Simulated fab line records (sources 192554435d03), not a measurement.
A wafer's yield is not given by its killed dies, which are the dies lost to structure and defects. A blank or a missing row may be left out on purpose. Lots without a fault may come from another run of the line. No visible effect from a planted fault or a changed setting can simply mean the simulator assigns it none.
fab line records	flow n5Finfet
record: lots: 5	wafers: 15	lastDay: 16
route steps=1938 shown MOL_CONTACT_COAG@596 BEOL_M0_SAQP@632 PASSIVATION@1936
lots with no fault: from the same line, run without faults
startH: start of the lot's first displayed wafer, in hours after the record's first day	waitH: hours since the lot's step before	" unchanged from the row above	L1.1+2: several wafers, shown together as one row	- no value, or no start was given	* or withheld: withheld	< > ~ a bound
route shown NAME@n: NAME is a module with steps in the file, n the number in the route of the first one	usual: mean/standard deviation taken from wafers without a fault	same: alike in all rows	chamber/n: place in a boat	sites: the reading at each site	_std_site: their standard deviation	_edge_site: inner sites' mean taken away from outer sites' mean	radiusMm: for every site, how far away it sits from the centre of the wafer	mask NAME#n: copy n	behind: the tool/chamber that last shaped the wafer	hold: cause of the lot's hold/its duration in hours/its outcome	device: which transistor (n, p or np) failed to switch	end of line: tests run on the same wafers once the route is complete	step lacking rows: just its recipe	killed: at the first sort, the dies lost to defects and structure; wafer yield is something else	map: the dies of a wafer, with x for killed, . for not killed, _ for no die there
set.NAME: the setting the step ran with; set.NAME@STEP: the setting that earlier step ran with	model.NAME: the simulator's own value behind a step, which no gauge read
lots at selected steps of the route; one table per step, one row per wafer
services: when a tool's chamber went out of use (startH, in hours from the record's first day, below 0 if earlier), for how many hours, and the reason
== steps ==
step: N5_MOL_CONTACT_COAG_COAT_34
recipe: resist: CAR-EUV	spinRpm: 1500	resistThkNm: 40
step: N5_MOL_CONTACT_COAG_EBR_36
recipe: solvent: PGMEA	ebrWidthMm: 1.5
step: N5_MOL_CONTACT_COAG_SOFTBAKE_35
recipe: tempC: 110	timeS: 60	resist: CAR-EUV
step: N5_MOL_CONTACT_COAG_EXPOSE_37
recipe: maskId: VD	na: 0.33	sourceShape: annular	sigmaInner: 0.3	sigmaOuter: 0.7	polarization: unpolarized	defocusNm: 0	doseMj: 62
step: N5_MOL_CONTACT_COAG_PEB_38
recipe: pebTempC: 100	pebTimeS: 60	resist: CAR-EUV
step: N5_MOL_CONTACT_COAG_DEVELOP_39
recipe: developTimeS: 30	developer: TMAH	resist: CAR-EUV	rinseLiquid: surfactantRinse	dry: airSpin	devTempC: 23
step: N5_MOL_CONTACT_COAG_DESCUM_45
recipe: chemistry: O2	timeS: 7	sourcePowerW: 50	biasPowerW: 20	pressureMtorr: 20	rfFrequencyHz: 2.712e+07	tempC: 40	resist: CAR-EUV	o2FlowSccm: 225
step: N5_MOL_CONTACT_COAG_ETCH_65
recipe: chemistry: N2/H2	target: underlayer	targetDepthA: 130	maskMaterial: CAR-EUV	timeS: 10.4	ionEnergyEv: 200	pressureMtorr: 30	sourceW: 840	biasW: 150	n2FlowSccm: 200	h2FlowSccm: 200	ends: cleared
step: N5_MOL_CONTACT_COAG_ETCH_66
recipe: chemistry: CF4	target: SiARC	targetDepthA: 130	maskMaterial: CAR-EUV	timeS: 21.7	ionEnergyEv: 80	pressureMtorr: 40	sourceW: 545	biasW: 36	Ar_flow_sccm: 100	cf4FlowSccm: 100	ends: cleared
step: N5_MOL_CONTACT_COAG_ALD_133
recipe: material: SiO2	targetThkA: 50	tempC: 100	aldPrecursorFamily: BDEAS	aldCoReactant: O2-plasma	pulseTimeS: 1	coReactantPulseTimeS: 1	purgeTimeS: 2	coReactantPurgeTimeS: 2	aldCycles: 35	pressureTorr: 2
usual: chamberPressureTorr: 2.000/0.0051	heaterPowerW: 79/6.9	precursorPulseHeightRel: 1.000/0.02
lot.wafer	tool	chamber	startH	waitH	chamberPressureTorr	heaterPowerW	precursorPulseHeightRel
L205.1	aldSin-03	2	156.16	0.1	2.001	79	1.015
L205.3	"	3	"	"	2.006	70	0.987
L205.4	"	0	"	"	2.007	99	0.979
L208.2	aldSin-04	0	171.77	0.1	1.999	71	1.019
L208.4	"	1	"	"	2.002	78	0.984
L208.6	"	3	"	"	1.999	86	0.996
L209.2	aldSin-04	2	177.37	0.1	1.996	80	1.027
L209.3	"	0	"	"	2.001	70	0.987
L209.4	"	3	"	"	2.003	85	0.992
L212.1	aldSin-04	3	195.73	0.1	1.999	87	0.998
L212.4	"	2	"	"	2.005	77	0.967
L212.6	"	3	"	"	1.998	86	0.981
L211.2	aldSin-04	1	195.89	0.2	2.003	79	1.004
L211.3	"	0	"	"	2.003	71	0.966
L211.6	"	0	"	"	2.003	68	1.015
step: N5_MOL_CONTACT_COAG_ETCHBACK_134
recipe: chemistry: CHF3	target: SiO2	targetDepthA: 100	timeS: 6.7	ionEnergyEv: 200	pressureMtorr: 30	sourceW: 610	biasW: 170	Ar_flow_sccm: 200	CHF3_flow_sccm: 50
step: N5_MOL_CONTACT_COAG_ETCH_67
recipe: chemistry: N2/H2	target: SOC	targetDepthA: 600	overetchA: 210	maskMaterial: SiARC	tempC: 40	timeS: 101.2	ionEnergyEv: 200	pressureMtorr: 30	sourceW: 840	biasW: 150	n2FlowSccm: 200	h2FlowSccm: 200
step: N5_MOL_CONTACT_COAG_STRIP_68
recipe: chemistry: N2/H2	tempC: 40	n2FlowSccm: 200	h2FlowSccm: 200	rfFrequencyHz: 6e+07
step: N5_MOL_CONTACT_COAG_STRIP_69
recipe: chemistry: N2/H2	tempC: 40	n2FlowSccm: 200	h2FlowSccm: 200	rfFrequencyHz: 6e+07
step: N5_MOL_CONTACT_COAG_ETCHBACK_136
recipe: chemistry: CHF3	target: SiO2	targetDepthA: 250	timeS: 16.7	ionEnergyEv: 200	pressureMtorr: 30	sourceW: 610	biasW: 170	Ar_flow_sccm: 200	CHF3_flow_sccm: 50
step: N5_MOL_CONTACT_COAG_STRIP_120
recipe: chemistry: CHF3	resist: SiARC	rfFrequencyHz: 6e+07
step: N5_MOL_CONTACT_COAG_VIA_ETCH_117
recipe: chemistry: C4F6/O2	targetDepthA: 400	overetchA: 80	maskMaterial: SOC	target: SiO2	biasW: 455	pressureMtorr: 10	timeS: 26	sourceW: 325	Ar_flow_sccm: 300	C4F6_flow_sccm: 10	O2_flow_sccm: 10	ionEnergyEv: 575.3	ends: endPoint
step: N5_MOL_CONTACT_COAG_ETCH_124
recipe: chemistry: CH3F/O2	target: SiNx	targetDepthA: 65	maskMaterial: SOC	stopOn: SiOC	overEtchFrac: 0.3	ionEnergyEv: 120	pressureMtorr: 30	sourceW: 395	biasW: 73	Ar_flow_sccm: 150	CH3F_flow_sccm: 30	O2_flow_sccm: 20	ends: endPoint
step: N5_MOL_CONTACT_COAG_ETCH_48
recipe: chemistry: C4F6/O2	targetDepthA: 150	overetchA: 45	maskMaterial: SOC	target: SiOC	biasW: 465	pressureMtorr: 10	timeS: 17	sourceW: 335	Ar_flow_sccm: 300	C4F6_flow_sccm: 10	O2_flow_sccm: 10	ionEnergyEv: 576
step: N5_MOL_CONTACT_COAG_STRIP_72
recipe: chemistry: N2/H2	powerW: 450	tempC: 40	pressureMtorr: 20	rfFrequencyHz: 6e+07	overashFraction: 3	biasPowerW: 7	h2Frac: 0.5	n2FlowSccm: 200	h2FlowSccm: 200
step: N5_MOL_CONTACT_COAG_STRIP_49
recipe: chemistry: N2/H2	timeS: 30	powerW: 1000	tempC: 250	pressureMtorr: withheld	n2FlowSccm: 1750	h2FlowSccm: 3250
step: N5_MOL_CONTACT_COAG_PRECLEAN_138
recipe: chemistry: alkalineClean	tempC: 60	timeS: 60	doPpb: 50
step: N5_MOL_CONTACT_COAG_SRD_139
recipe: dry: ipaMarangoni	timeS: 30	tempC: 23	rinseLiquid: diw
step: N5_MOL_CONTACT_COAG_PRE_CLEAN_121
recipe: gas: H2/He	timeS: *	tempC: withheld
step: N5_MOL_CONTACT_COAG_CVD_140
recipe: material: W	targetThkA: 665	mode: selectiveFill	tempC: 300	timeS: 215
step: N5_MOL_CONTACT_COAG_PRECLEAN_127
recipe: chemistry: DIW	timeS: 57.5	tempC: 23
step: N5_MOL_CONTACT_COAG_SRD_128
recipe: dryTimeS: 32	dry: n2Spin	spinRpm: 1500
step: N5_MOL_CONTACT_COAG_CMP_52
recipe: stopOn: SiO2	tOverpolishS: 1.5	postCmpClean: wDiluteNh4oh	downForcePsi: 4	platenRpm: 50.289	padVelocityMS: 1.0006	targetThkNm: 66.5
step: N5_MOL_CONTACT_COAG_ANNEAL_112
recipe: tempC: 400	timeS: 1800	ambient: HPD2	pressureAtm: 10
step: N5_BEOL_M0_SAQP_PECVD_00
recipe: material: SiCN	targetThkA: 80	tempC: withheld	precursor: 3MS/NH3	pressureTorr: 3	rfW: 202	timeS: 14
step: N5_BEOL_M0_SAQP_ILD_DEP_01
recipe: material: SiOC	targetThkA: 454.19	tempC: 350	precursor: DEMS/O2	pressureTorr: 5	rfW: 500	timeS: 8.7
step: N5_BEOL_M0_SAQP_HM_DEP_02
recipe: material: TiN	targetThkA: 120	tempC: 25	chamberPressurePa: 0.49996
step: N5_BEOL_M0_SAQP_PECVD_03
recipe: material: SiCN	targetThkA: 120	tempC: withheld	precursor: 3MS/NH3	pressureTorr: 3	rfW: 202	timeS: 21.1
step: N5_BEOL_M0_SAQP_PECVD_96
recipe: material: a-Si	targetThkA: 450	tempC: 350	precursor: SiH4/He	pressureTorr: 3	rfW: 100	timeS: 45.2
step: N5_BEOL_M0_SAQP_PECVD_97
recipe: material: SiNx	targetThkA: 230	tempC: 350	precursor: SiH4/NH3/N2	pressureTorr: 1.5	rfW: 300	timeS: 19.9
step: N5_PASSIVATION_PROBE_49
usual: killed_at_M0_to_M3: 36/10	killed_at_M4_up: 13/5.5	killedAtContacts: 12/5.6	killedAtFrontEnd: 42/12	killedAtOther: 4/3.2	killedDies: 108/18	killedOpen: 71/13	killedShort: 34/7.8
same: grossDies: 1180	killedAtBackSide: 0
lot.wafer	tool	chamber	startH	waitH	killed_at_M0_to_M3	killed_at_M4_up	killedAtContacts	killedAtFrontEnd	killedAtOther	killedDies	killedOpen	killedShort
L205.1	prober-01	-	339.66	0.0	55	5	12	30	2	104	63	40
L205.3	prober-01	-	339.76	0.1	49	12	23	35	2	121	78	41
L205.4	prober-01	-	339.81	0.2	38	11	20	55	2	126	91	35
L209.2	prober-01	-	355.19	0.1	30	1	128	36	6	201	51	34
L209.3	prober-01	-	355.24	0.1	24	15	44	36	3	122	60	30
L209.4	prober-01	-	355.29	0.2	27	13	122	30	0	192	62	26
L212.1	prober-01	-	373.41	0.0	46	16	107	29	1	199	69	36
L212.4	prober-01	-	373.56	0.2	35	16	113	24	4	192	52	31
L212.6	prober-01	-	373.66	0.3	30	12	108	44	2	196	58	31
L211.2	prober-01	-	385.75	0.1	15	14	123	34	10	196	49	29
L211.3	prober-01	-	385.80	0.1	37	14	35	39	2	127	68	27
L211.6	prober-01	-	385.95	0.3	37	11	41	42	2	133	66	32
killed by level:class
L205.1 BEOL_M3:geometricParticle:open=13 BEOL_M2:geometricParticle:open=11 FIN_SAQP:geometricParticle:short=10 MOL_CONTACT_COAG:geometricParticle:open=8 BEOL_M0_SAQP:geometricParticle:open=8 BEOL_M0_SAQP:geometricParticle:short=7 BEOL_M1:geometricParticle:open=5 STI_FIN_REVEAL:geometricParticle:open=4
L205.3 MOL_CONTACT_COAG:geometricParticle:open=16 BEOL_M3:geometricParticle:open=11 BEOL_M0_SAQP:geometricParticle:open=9 FIN_SAQP:geometricParticle:short=8 BEOL_M0_SAQP:geometricParticle:short=8 FIN_SAQP:geometricParticle:open=7 MOL_CONTACT_COAG:geometricParticle:short=7 BEOL_M1:geometricParticle:open=7
L205.4 FIN_SAQP:geometricParticle:short=16 MOL_CONTACT_COAG:geometricParticle:open=16 STI_FIN_REVEAL:geometricParticle:open=13 FIN_SAQP:geometricParticle:open=10 BEOL_M2:geometricParticle:open=8 BEOL_M0:geometricParticle:open=7 BEOL_M0_SAQP:geometricParticle:open=6 BEOL_M4:geometricParticle:open=6
L209.2 MOL_CONTACT_COAG:unspecified=115 FIN_SAQP:geometricParticle:open=10 MOL_CONTACT_COAG:geometricParticle:open=10 GATE_CUT:geometricParticle:short=7 BEOL_M0_SAQP:geometricParticle:short=7 STI_FIN_REVEAL:geometricParticle:open=6 BEOL_M1:geometricParticle:open=6 BEOL_M2:geometricParticle:open=6
L209.3 MOL_CONTACT_COAG:unspecified=32 MOL_CONTACT_COAG:geometricParticle:open=10 FIN_SAQP:geometricParticle:open=8 FIN_SAQP:geometricParticle:short=8 BEOL_M3:geometricParticle:open=8 GATE_CUT:geometricParticle:short=5 BEOL_M4:geometricParticle:open=5 BEOL_M1:geometricParticle:open=4
L209.4 MOL_CONTACT_COAG:unspecified=103 MOL_CONTACT_COAG:geometricParticle:open=15 BEOL_M2:geometricParticle:open=10 FIN_SAQP:geometricParticle:open=7 FIN_SAQP:geometricParticle:short=6 BEOL_M4:geometricParticle:open=6 GATE_CUT:geometricParticle:short=5 BEOL_M3:geometricParticle:open=5
L212.1 MOL_CONTACT_COAG:unspecified=93 BEOL_M0_SAQP:geometricParticle:open=14 BEOL_M0_SAQP:geometricParticle:short=10 MOL_CONTACT_COAG:geometricParticle:open=10 BEOL_M2:geometricParticle:open=9 STI_FIN_REVEAL:geometricParticle:open=8 BEOL_M4:geometricParticle:open=7 STARTING-WAFER:geometricParticle:short=6
L212.4 MOL_CONTACT_COAG:unspecified=107 BEOL_M0_SAQP:geometricParticle:short=9 BEOL_M0_SAQP:geometricParticle:open=9 BEOL_M3:geometricParticle:open=9 FIN_SAQP:geometricParticle:short=5 STI_FIN_REVEAL:geometricParticle:open=5 BEOL_M2:geometricParticle:open=5 MOL_CONTACT_COAG:geometricParticle:open=5
L212.6 MOL_CONTACT_COAG:unspecified=104 FIN_SAQP:geometricParticle:open=10 FIN_SAQP:geometricParticle:short=7 BEOL_M0_SAQP:geometricParticle:short=7 BEOL_M0:geometricParticle:open=7 BEOL_M0_SAQP:geometricParticle:open=6 STARTING-WAFER:geometricParticle:open=5 DUMMY_GATE:geometricParticle:open=4
L211.2 MOL_CONTACT_COAG:unspecified=118 BEOL_M0_SAQP:geometricParticle:short=6 PAD_METAL:geometricParticle:open=6 GATE_CUT:geometricParticle:open=5 MOL_CONTACT_COAG:geometricParticle:open=5 BEOL_M0_SAQP:geometricParticle:open=5 BEOL_M4:geometricParticle:open=5 BEOL_M4:geometricParticle:short=5
L211.3 MOL_CONTACT_COAG:unspecified=30 FIN_SAQP:geometricParticle:open=17 BEOL_M2:geometricParticle:open=9 BEOL_M3:geometricParticle:open=7 BEOL_M0_SAQP:geometricParticle:open=7 BEOL_M1:geometricParticle:open=6 GATE_CUT:geometricParticle:short=5 MOL_CONTACT_COAG:geometricParticle:open=5
L211.6 MOL_CONTACT_COAG:unspecified=33 BEOL_M2:geometricParticle:open=14 GATE_CUT:geometricParticle:open=7 DUMMY_GATE:geometricParticle:open=6 SPACER0:geometricParticle:short=6 MOL_CONTACT_COAG:geometricParticle:open=6 BEOL_M0_SAQP:geometricParticle:open=5 FIN_SAQP:geometricParticle:short=4
map L209.2 (x killed, . not)
_________________............________________
______________..x..............._____________
___________..xx....................__________
__________.....x..................x._________
________............................x._______
_______.....x.........x...x............______
______................x...............x._____
_____................x.x.........x..x..x.____
____.xx...x.....x.xx......x........x.xx.x.___
___.....x...............x...x.....xxxxxxxx.__
___...........x.......xx.x...xxx.xxxxxxx..x__
__................x..........xx..xxxxxxxxx.._
__..............x.x............xxxxxxxxxxx.x_
_..........x................x..xxxxxxxxxxxxx.
_.x....x......x...x....x......xxxxxxxxxxxxxxx
_....x........................x.xxxxxxxxxxxxx
_..........................x.....xxxxxxxxxxx.
_.....x...........................xxxxxxx.x..
_x....x.x.....x.........x.x.......x.x.xx...xx
_..x....................xx.........x....x....
_.....x..............x.........x..........x..
__..x....x..................x............x.._
__..........................x............x.._
___.................x....x...x.x.....x.....__
___.............xx......................x..__
____......................x......x........___
_____x..................x....x.....x.....____
______..........................x......._____
_______..............................x.______
________.......x............x........._______
__________..x.x.............x......._________
___________........................__________
______________x............x...._____________
_________________...........x________________
map L211.2 (x killed, . not)
_________________............________________
______________x....x............_____________
___________......................x.__________
__________...................x.....x_________
________.................x............_______
_______.........x.........x.x.x..x.....______
______......................x..........._____
_____.................x....x..xxx........____
____...........x...........x.xxxxxx.x.....___
___......x................xxxxxxxxx.x......__
___.x..................xxxxxxxxxxxxxxx....x__
__..........x...........xxxxxxxxxxxx.x......_
__......x...........x....xxxxxxxxxxxx.xx...._
_...x.................x..xxxxxxxxxxxx........
_........x..x...x........x.xxxxxxxxx.xx....xx
_........................xxxxxxxxxxxxxx......
_...x.........x.......x...xx.xxxxx..x........
_....x....................xxx.xx...x.x.......
_...............xx..........x..x.xxx.........
_.......x.......x.x......x...................
_.............................x..xx..........
__...............x.........................._
__.xx................x....x........x........_
___........................................__
___x...........x...........................__
____....xx...........x.x....x.............___
_____x...............x.......x...........____
______..................x..x.x...x......_____
_______......x.........................______
________..................x....x......_______
__________..x..x...x.............x.._________
___________x...x.x.......xx........__________
______________x................._____________
_________________...........x________________
== services ==
tool	chamber	startH	hours	kind
aldSin-03	-	178.35	14.0	pm
aldSin-03	0	178.35	14.0	ventCycle
aldSin-03	1	178.35	14.0	ventCycle
aldSin-03	2	178.35	14.0	ventCycle
aldSin-03	3	178.35	14.0	ventCycle
aldSin-03	0	192.35	-	clean
aldSin-03	1	192.35	-	clean
aldSin-03	2	192.35	-	clean
aldSin-03	3	192.35	-	clean
== key ==
firstSign: step: N5_PASSIVATION_PROBE_49	reading: killedAtContacts	direction: up	sigmas: 14	usual: 12	struck: 91
effect: step: N5_PASSIVATION_PROBE_49	reading: killedDies	direction: up	sigmas: 3.7	usual: 108	struck: 173	wafersMoved: 6
moreKillsBornAt: N5_MOL_CONTACT_COAG_ALD_133@aldSin-04: 734
metAt N5_MOL_CONTACT_COAG_ALD_133
struckWafers L209.2,L209.3,L209.4,L211.2,L211.3,L211.6,L212.1,L212.4,L212.6
testerLeftOut L209,L211,L212
onsetBetween 171.77 177.37
alsoFits time
fault: kind: chamberParticleSource	tool: aldSin-04	chamber: -	onsetH: 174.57	steps: N5_MOL_CONTACT_COAG_ALD_133	ratePerVisitCm2: 0.58333	endH: 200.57
testerLeftOut: of these lots the tester's yield and bins aren't shown, on N5 and GAA mostly nor the transistor test; their killed dies are dies lost to structure and defects alone, not to doping, threshold or leakage, so they don't give the yield
